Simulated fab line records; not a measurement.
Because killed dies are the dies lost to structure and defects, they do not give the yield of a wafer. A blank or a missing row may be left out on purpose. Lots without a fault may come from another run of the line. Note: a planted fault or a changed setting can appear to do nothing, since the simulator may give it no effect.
fab line records	flow n5Finfet
record: lots: 9	wafers: 27	lastDay: 16
route steps=1938 shown SDB@361 BEOL_M4@1111 MIM_BOT_ETCH@1866 PASS1_CAP@1873 TV_LITHO@1883 PASSIVATION@1936
lots with no fault: from the same line, run without faults
startH: start of the lot's first displayed wafer, in hours after the record's first day	waitH: hours elapsed since this lot's preceding step	" unchanged from the row above	L1.1+2: one row covering several wafers at once	- no value present, or no start provided	* or withheld: withheld	< > ~ a bound
route shown NAME@n: a module of which the file shows steps, and the number in the route of the first	usual: the fault-free wafers' mean and standard deviation	same: alike in all rows	chamber/n: place in a boat	sites: per-site readings	_std_site: the standard deviation of these	_edge_site: the outer-site mean with the inner-site mean subtracted	radiusMm: for every site, how far away it sits from the centre of the wafer	mask NAME#n: copy n	behind: the last tool/chamber to shape the wafer	hold: why the lot went on hold/how many hours it stayed there/how the hold came to an end	device: the n, p or np transistor that did not switch	end of line: the same wafers' tests at the end of the route	where a step has no rows: the recipe by itself	killed: dies lost to structure and defects at the first sort, not the wafer's yield	map: dies across one wafer; x = killed, . = not, _ = none there
set.NAME: the setting that was run; set.NAME@STEP: the one run at that earlier step	model.NAME: the simulator's own value behind a step, which no gauge read
steps of the route over a sample of lots; a table a step, a row a wafer
services: the hour from which a tool's chamber was out of use, counted from the record's first day as startH (under 0 if before that day), plus the number of hours and why
== steps ==
step: N5_SDB_ETCH_18
recipe: chemistry: N2/H2	target: SOC	targetDepthA: 1000	overetchA: 200	maskMaterial: SiARC	tempC: 40	timeS: 150	ionEnergyEv: 200	pressureMtorr: 30	sourceW: 840	biasW: 150	n2FlowSccm: 200	h2FlowSccm: 200
usual: drypumpMotorCurrentA: 6.0/0.47	h2FlowSccm: 199.9/0.61	oesProductAu: 0.69/0.063	rfVppV: 524.4/2.4	showerheadPlenumPTorr: 2.56/0.079	throttleValvePct: 17.74/0.2
lot.wafer	tool	chamber	startH	waitH	drypumpMotorCurrentA	h2FlowSccm	oesProductAu	rfHoursCounterH	rfVppV	showerheadPlenumPTorr	throttleValvePct
L422.2	rieDiel-01	1	76.00	0.0	6.5	200.6	0.81	36	524.2	2.59	18.17
L422.3	"	3	"	"	5.1	199.6	0.66	197	520.5	2.42	17.77
L422.5	"	1	"	"	6.6	200.1	0.81	-	524.5	2.59	18.17
L423.2	rieDiel-05	2	77.09	0.0	6.6	198.8	0.73	104	524.9	2.57	17.70
L423.4	"	0	"	"	5.6	199.9	0.79	46	522.7	2.47	17.45
L423.6	"	1	"	"	6.3	199.4	0.64	-	525.3	2.62	17.78
L424.2	rieDiel-04	1	83.69	0.0	5.7	199.3	0.74	90	523.0	2.57	18.04
L424.4	"	0	"	"	6.6	200.3	0.66	189	518.9	2.42	17.60
L424.5	"	2	"	"	5.7	199.5	0.63	-	526.7	2.63	17.59
L425.3	rieDiel-04	2	89.17	0.0	5.7	200.7	0.62	213	525.4	2.62	17.61
L425.4	"	3	"	"	5.7	200.3	0.67	159	526.6	2.64	17.50
L425.5	"	2	"	"	5.7	200.4	0.63	-	525.9	2.62	17.61
L427.1	rieDiel-04	3	106.02	0.0	5.6	200.4	0.67	165	528.1	2.64	17.52
L427.2	"	2	"	"	5.7	199.5	0.62	221	526.4	2.62	17.61
L427.5	"	3	"	"	5.7	200.0	0.67	-	525.9	2.64	17.51
L429.1	rieDiel-04	3	116.67	0.0	5.6	199.7	0.67	170	526.3	2.64	17.49
L429.3	"	0	"	"	6.6	199.0	0.64	203	519.8	2.42	17.63
L429.6	"	0	"	"	6.6	199.0	0.65	-	521.5	2.42	17.62
L431.2	rieDiel-04	3	128.44	0.0	5.7	199.5	0.62	174	527.1	2.64	17.52
L431.3	"	0	"	"	6.6	199.0	0.64	208	520.6	2.41	17.63
L431.6	"	2	"	"	5.7	200.5	0.62	-	525.8	2.62	17.63
L433.4	rieDiel-05	1	139.72	0.0	6.3	199.5	0.62	239	527.5	2.61	17.85
L433.5	"	3	"	"	5.5	200.6	0.71	-	527.7	2.67	17.78
L433.6	"	2	"	"	6.6	200.3	0.71	-	525.0	2.55	17.75
L440.2	rieDiel-05	2	181.07	0.0	6.6	199.9	0.69	147	523.1	2.55	17.77
L440.4	"	2	"	"	6.6	198.9	0.70	-	524.7	2.55	17.77
L440.6	"	3	"	"	5.6	200.3	0.70	-	528.4	2.66	17.80
step: N5_BEOL_M4_RC_MEAS_101
usual: DIBL_N: 36.3/1.2	DIBL_P: 36.1/1.6	IOFF_N: 0.161/0.023	IOFF_P: 0.209/0.027	ION_N: 676/8.9	ION_P: 462/5.3	SS_N: 71.5/0.51	SS_P: 73.2/0.5	VT_N: 249.1/2.5	VT_P: -249.9/2.8
lot.wafer	tool	chamber	startH	waitH	DIBL_N[mV/V]	DIBL_P[mV/V]	IOFF_N[nA/um]	IOFF_P[nA/um]	ION_N[uA/um]	ION_P[uA/um]	SS_N[mV/dec]	SS_P[mV/dec]	VT_N[mV]	VT_P[mV]
L422.2	prober-01	0	176.29	0.2	36.1	35.6	0.155	0.203	683	462	71.5	72.9	248.2	-249.9
L422.3	"	0	"	"	35.8	36.2	0.145	0.211	671	461	70.9	72.7	248.5	-250.4
L422.5	"	0	"	"	37.7	38.1	0.185	0.249	689	471	71.6	73.9	246.0	-247.5
L423.2	prober-01	0	180.05	0.2	36.8	35.5	0.161	0.221	675	463	71.3	73.0	250.1	-248.8
L423.4	"	0	"	"	37.7	35.8	0.174	0.220	674	466	71.2	73.1	250.3	-249.0
L423.6	"	0	"	"	36.8	34.7	0.162	0.213	664	460	71.5	73.5	248.5	-247.3
L424.2	prober-02	0	182.19	0.2	35.7	34.7	0.146	0.190	672	463	71.5	72.8	252.3	-249.1
L424.4	"	0	"	"	34.9	33.4	0.125	0.172	666	457	70.9	72.9	252.6	-253.1
L424.5	"	0	"	"	34.4	33.8	0.125	0.180	667	464	71.1	72.9	252.0	-251.7
L425.3	prober-02	0	185.41	0.3	35.5	34.7	0.126	0.169	658	450	70.6	72.4	250.9	-255.3
L425.4	"	0	"	"	34.8	33.8	0.121	0.164	664	457	69.9	72.7	252.8	-255.6
L425.5	"	0	"	"	36.0	35.1	0.137	0.182	672	459	70.4	72.3	252.8	-254.5
L427.1	prober-02	0	204.65	0.0	36.5	35.8	0.158	0.203	669	459	71.6	73.5	249.0	-249.5
L427.2	"	0	"	"	37.4	37.8	0.188	0.239	675	459	71.5	73.4	248.5	-247.8
L427.5	"	0	"	"	37.1	37.4	0.198	0.240	683	466	71.6	74.4	248.4	-247.9
L429.1	prober-02	0	206.31	0.0	36.9	34.3	0.153	0.203	670	467	71.5	73.2	249.4	-248.5
L429.3	"	0	"	"	37.7	35.4	0.170	0.221	667	462	71.7	72.8	247.7	-248.0
L429.6	"	0	"	"	36.9	34.6	0.166	0.202	674	459	71.5	72.8	250.3	-252.3
L431.3	prober-01	0	226.62	0.3	36.6	37.1	0.165	0.209	687	465	71.4	73.7	249.3	-247.0
L431.6	"	0	"	"	36.2	36.4	0.150	0.196	673	457	70.7	73.0	248.3	-250.7
L433.4	prober-02	0	246.78	0.5	36.9	36.3	0.165	0.255	678	471	71.0	72.7	247.4	-244.3
L433.5	"	0	"	"	35.8	35.2	0.153	0.231	678	470	71.1	72.7	244.7	-244.4
L433.6	"	0	"	"	36.5	35.7	0.152	0.236	671	467	71.5	73.2	248.8	-244.2
L440.2	prober-01	0	278.76	0.2	36.1	35.0	0.166	0.211	678	459	71.1	72.2	248.8	-248.8
L440.4	"	0	"	"	35.7	34.4	0.149	0.200	675	460	71.5	72.8	249.9	-248.3
L440.6	"	0	"	"	36.0	35.0	0.155	0.201	680	468	71.2	72.9	250.0	-248.5
step: N5_MIM_BOT_ETCH_ETCH_04
recipe: chemistry: CF4/O2	target: SiNx	targetDepthA: 260	timeS: 13	ionEnergyEv: 100	pressureMtorr: 40	sourceW: 535	biasW: 49	Ar_flow_sccm: 100	cf4FlowSccm: 100	O2_flow_sccm: 10
usual: O2_flow_sccm: 10.000/0.028	drypumpMotorCurrentA: 5.9/0.52	oes_ar_750_au: 0.80/0.074	oes_f_703_au: 0.80/0.074	oesProductAu: 0.80/0.078	rfVppV: 241.1/2	showerheadPlenumPTorr: 2.22/0.064	throttleValvePct: 15.99/0.29
lot.wafer	tool	chamber	startH	waitH	O2_flow_sccm	drypumpMotorCurrentA	oes_ar_750_au	oes_f_703_au	oesProductAu	rfHoursCounterH	rfVppV	showerheadPlenumPTorr	throttleValvePct
L422.2	rieDiel-01	2	264.52	0.0	9.989	6.6	0.69	0.69	0.69	224	242.2	2.19	16.10
L422.3	"	1	"	"	9.973	6.6	0.84	0.83	0.82	89	243.0	2.23	16.30
L422.5	"	0	"	"	10.003	5.4	0.84	0.84	0.84	-	239.9	2.23	16.29
L425.3	rieDiel-01	1	269.12	0.0	9.987	6.6	0.83	0.83	0.82	90	242.3	2.23	16.31
L425.4	"	0	"	"	9.997	5.5	0.84	0.84	0.83	84	240.3	2.23	16.29
L425.5	"	3	"	"	10.013	5.1	0.71	0.71	0.70	-	236.7	2.09	16.11
L424.2	rieDiel-05	1	269.28	0.0	9.974	6.2	0.88	0.88	0.89	31	244.4	2.25	15.71
L424.4	"	3	"	"	10.018	5.5	0.76	0.75	0.74	162	240.1	2.29	16.17
L424.5	"	0	"	"	9.972	5.6	0.79	0.77	0.79	-	242.3	2.13	15.90
L423.2	rieDiel-05	2	269.98	0.0	10.023	6.6	0.75	0.76	0.74	186	238.1	2.19	16.09
L423.4	"	1	"	"	10.000	6.2	0.88	0.88	0.89	32	243.8	2.25	15.72
L423.6	"	0	"	"	9.985	5.6	0.78	0.77	0.78	-	242.5	2.13	15.91
L429.1	rieDiel-05	0	296.03	0.0	10.004	5.6	0.77	0.77	0.78	126	243.1	2.13	15.91
L429.3	"	2	"	"	9.973	6.6	0.75	0.74	0.74	194	241.0	2.19	16.10
L429.6	"	1	"	"	9.996	6.3	0.86	0.86	0.88	-	244.0	2.25	15.73
L427.1	rieDiel-01	2	298.12	0.0	10.026	6.6	0.68	0.68	0.68	237	241.0	2.18	16.13
L427.2	"	1	"	"	9.972	6.6	0.82	0.82	0.81	101	241.8	2.23	16.33
L427.5	"	3	"	"	9.978	5.1	1.01	1.01	0.99	-	241.3	2.35	15.62
L431.3	rieDiel-04	2	323.38	0.0	9.985	5.8	0.83	0.83	0.83	48	238.1	2.24	15.56
L431.6	"	1	"	"	9.958	5.7	0.74	0.75	0.73	-	240.4	2.19	16.34
L433.4	rieDiel-01	3	341.32	0.0	10.008	5.1	0.95	0.95	0.95	-	242.3	2.34	15.67
L433.5	"	0	"	"	9.929	5.4	0.81	0.81	0.82	-	239.5	2.22	16.35
L433.6	"	1	"	"	9.947	6.6	0.80	0.80	0.80	-	244.0	2.22	16.37
L440.2	rieDiel-04	0	374.29	0.0	9.984	6.6	0.86	0.86	0.89	47	244.3	2.33	15.51
L440.4	"	3	"	"	10.024	5.7	0.92	0.91	0.92	14	242.1	2.25	15.48
L440.6	"	2	"	"	10.012	5.7	0.80	0.81	0.81	-	237.4	2.24	15.59
step: N5_PASSIVATION_PECVD_55
recipe: material: SiO2	targetThkA: 4000	tempC: 400	precursor: SiH4/N2O	pressureTorr: 2.7	rfW: 608	timeS: 22.5
usual: heaterPowerW: 690/91	showerheadPlenumPTorr: 8.17/0.13	showerheadVppV: 1502/62	throttleValvePct: 52/3
lot.wafer	tool	chamber	startH	waitH	heaterPowerW	showerheadPlenumPTorr	showerheadVppV	throttleValvePct
L422.2	pecvd-04	1	265.47	0.0	854	8.24	1407	52
L422.3	"	2	"	"	727	8.06	1469	51
L422.5	"	2	"	"	753	8.05	1493	50
L425.3	pecvd-01	1	269.96	0.0	635	8.12	1491	50
L425.4	"	2	"	"	656	7.92	1601	47
L425.5	"	2	"	"	684	7.91	1588	48
L424.2	pecvd-02	2	270.31	0.0	676	8.20	1501	49
L424.4	"	2	"	"	692	8.22	1487	49
L424.5	"	0	"	"	527	8.29	1514	58
L423.2	pecvd-01	2	270.81	0.0	600	7.89	1643	47
L423.4	"	2	"	"	644	7.92	1625	47
L423.6	"	1	"	"	597	8.15	1513	50
L429.1	pecvd-02	0	296.92	0.0	627	8.28	1515	59
L429.3	"	2	"	"	651	8.23	1480	49
L429.6	"	0	"	"	671	8.27	1512	59
L427.1	pecvd-04	2	298.94	0.0	742	8.06	1474	50
L427.2	"	0	"	"	634	8.32	1458	54
L427.5	"	0	"	"	651	8.32	1473	54
L431.3	pecvd-04	2	324.20	0.0	799	8.06	1479	51
L431.6	"	1	"	"	732	8.25	1413	52
L433.4	pecvd-01	1	342.51	0.0	516	8.13	1505	50
L433.5	"	2	"	"	720	7.92	1638	47
L433.6	"	0	"	"	738	8.31	1442	52
L440.2	pecvd-02	0	375.32	0.0	547	8.28	1519	59
L440.4	"	0	"	"	572	8.29	1503	59
L440.6	"	1	"	"	524	8.15	1575	54
step: N5_PASSIVATION_CD_MEAS_10
recipe: targetCdNm: 3000	landingEnergyEv: 500	detector: seInlens
usual: cdNm: 3000.8/1.7
lot.wafer	tool	chamber	startH	waitH	cdNm
L422.2	cdSem-01	0	267.19	-	3003.2
L422.3	"	0	"	"	3001.2
L422.5	"	0	"	"	3002.8
L425.3	cdSem-01	0	270.67	-	2999.7
L425.4	"	0	"	"	3000.9
L425.5	"	0	"	"	3000.0
L424.2	cdSem-02	0	270.77	-	3000.4
L424.4	"	0	"	"	3001.6
L424.5	"	0	"	"	2998.8
L423.2	cdSem-03	0	271.24	-	3000.1
L423.4	"	0	"	"	3001.9
L423.6	"	0	"	"	3000.8
L429.1	cdSem-03	0	300.05	-	3000.2
L429.3	"	0	"	"	3002.4
L429.6	"	0	"	"	3000.5
L427.1	cdSem-03	0	300.21	-	2999.2
L427.2	"	0	"	"	2997.0
L427.5	"	0	"	"	2999.5
L431.3	cdSem-02	0	325.64	-	3000.0
L431.6	"	0	"	"	2999.3
L433.4	cdSem-03	0	344.75	-	3001.7
L433.5	"	0	"	"	3001.7
L433.6	"	0	"	"	3001.6
L440.2	cdSem-02	0	376.02	-	3000.4
L440.4	"	0	"	"	2999.9
L440.6	"	0	"	"	2999.9
step: N5_PASSIVATION_PROBE_49
usual: defectLimitedYield: 91.3/1.5	killed_at_M0_to_M3: 35/10	killed_at_M4_up: 13/5.3	killedAtContacts: 12/5.7	killedAtFrontEnd: 39/11	killedAtOther: 3.3/2.7	killedDies: 102/18	killedOnRim: 13/4	killedOpen: 67/13	killedShort: 34/7.8	sort_bin_5_function: 5.1/1	sort_bin_6_memory: 3.3/0.68	sortNPass: 1078/18	sortYieldPct: 91.3/1.5
same: grossDies: 1180	killedAtBackSide: 0	sort_bin_4_leakage[%]: 0	sort_bin_8_speed[%]: 0
lot.wafer	tool	chamber	startH	waitH	defectLimitedYield[%]	killed_at_M0_to_M3	killed_at_M4_up	killedAtContacts	killedAtFrontEnd	killedAtOther	killedDies	killedOnRim	killedOpen	killedShort	sort_bin_5_function[%]	sort_bin_6_memory[%]	sortNPass	sortYieldPct[%]
L431.2	prober-02	-	334.05	0.1	0.3	46	9	9	1111	2	1177	152	59	36	96.7	2.9	3	0.3
L431.3	prober-02	-	334.10	0.1	90.5	37	15	16	41	3	112	17	64	48	5.8	3.4	1068	90.5
L431.6	prober-02	-	334.25	0.3	90.0	45	16	9	42	6	118	23	75	41	5.3	4.4	1062	90.0
killed by level:class
L431.2 SDB:areaEtch=1081 BEOL_M0_SAQP:geometricParticle:short=18 STI_FIN_REVEAL:geometricParticle:open=10 BEOL_M0:geometricParticle:open=10 BEOL_M0_SAQP:geometricParticle:open=7 FIN_SAQP:geometricParticle:short=5 MOL_CONTACT_COAG:geometricParticle:open=5 FIN_SAQP:geometricParticle:open=4
L431.3 BEOL_M0_SAQP:geometricParticle:short=17 MOL_CONTACT_COAG:geometricParticle:open=14 FIN_SAQP:geometricParticle:short=10 BEOL_M0_SAQP:geometricParticle:open=7 STARTING-WAFER:geometricParticle:open=7 FIN_SAQP:geometricParticle:open=5 STI_FIN_REVEAL:geometricParticle:open=5 BEOL_M4:geometricParticle:open=5
L431.6 STI_FIN_REVEAL:geometricParticle:open=13 BEOL_M0_SAQP:geometricParticle:short=12 BEOL_M0:geometricParticle:open=10 FIN_SAQP:geometricParticle:open=8 FIN_SAQP:geometricParticle:short=7 MOL_CONTACT_COAG:geometricParticle:open=7 BEOL_M0_SAQP:geometricParticle:open=7 BEOL_M5:geometricParticle:open=5
== services ==
tool	chamber	startH	hours	kind
rieDiel-01	-	88.48	28.1	pm
rieDiel-04	-	101.30	0.5	repair
rieDiel-05	2	119.71	1.5	repair
rieDiel-04	1	160.26	9.4	repair
rieDiel-04	2	175.20	-	clean
rieDiel-04	2	175.20	-	consumableReplace:focusRing
rieDiel-04	2	175.20	17.6	scheduledDown
rieDiel-04	2	175.20	17.6	ventCycle
rieDiel-01	-	182.64	29.3	repair
pecvd-01	-	195.64	14.6	pm
rieDiel-04	2	210.03	5.3	repair
rieDiel-04	1	217.31	5.0	repair
rieDiel-01	3	221.31	4.5	repair
rieDiel-04	0	226.04	-	clean
rieDiel-01	2	240.16	6.1	repair
pecvd-02	-	256.77	4.3	pm
rieDiel-04	1	265.61	2.8	repair
pecvd-01	0	267.79	6.9	repair
rieDiel-04	1	270.86	4.3	repair
pecvd-02	0	272.77	6.2	repair
rieDiel-04	3	283.85	4.2	repair
rieDiel-01	1	284.52	2.1	repair
rieDiel-04	2	298.45	3.9	repair
rieDiel-01	3	303.05	3.8	repair
== key ==
firstSign: step: N5_PASSIVATION_PROBE_49	reading: killedAtFrontEnd	direction: up	sigmas: 98	usual: 39	struck: 1111
effect: step: N5_PASSIVATION_PROBE_49	reading: sort_bin_5_function	direction: up	sigmas: 90	usual: 5.1	struck: 96.7
moreKillsBornAt: N5_SDB_ETCH_18@rieDiel-04: 1081
metAt N5_SDB_ETCH_18
struckLots L431
struckWafers L431.2
laterRowsLeftOut L431.2
notActingAt N5_MIM_BOT_ETCH_ETCH_04,N5_PASSIVATION_PECVD_55,N5_PASSIVATION_CD_MEAS_10
onsetBetween 116.67 128.44
fault: kind: processParameterDrift	tool: rieDiel-04	chamber: -	onsetH: 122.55	steps: N5_SDB_ETCH_18	channel: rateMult	offset: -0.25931	shape: step	endH: 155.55	scope: struckWafersOnly
laterRowsLeftOut: the simulator's readings of these wafers behind a module that went badly wrong aren't trusted and aren't shown, but for the sort
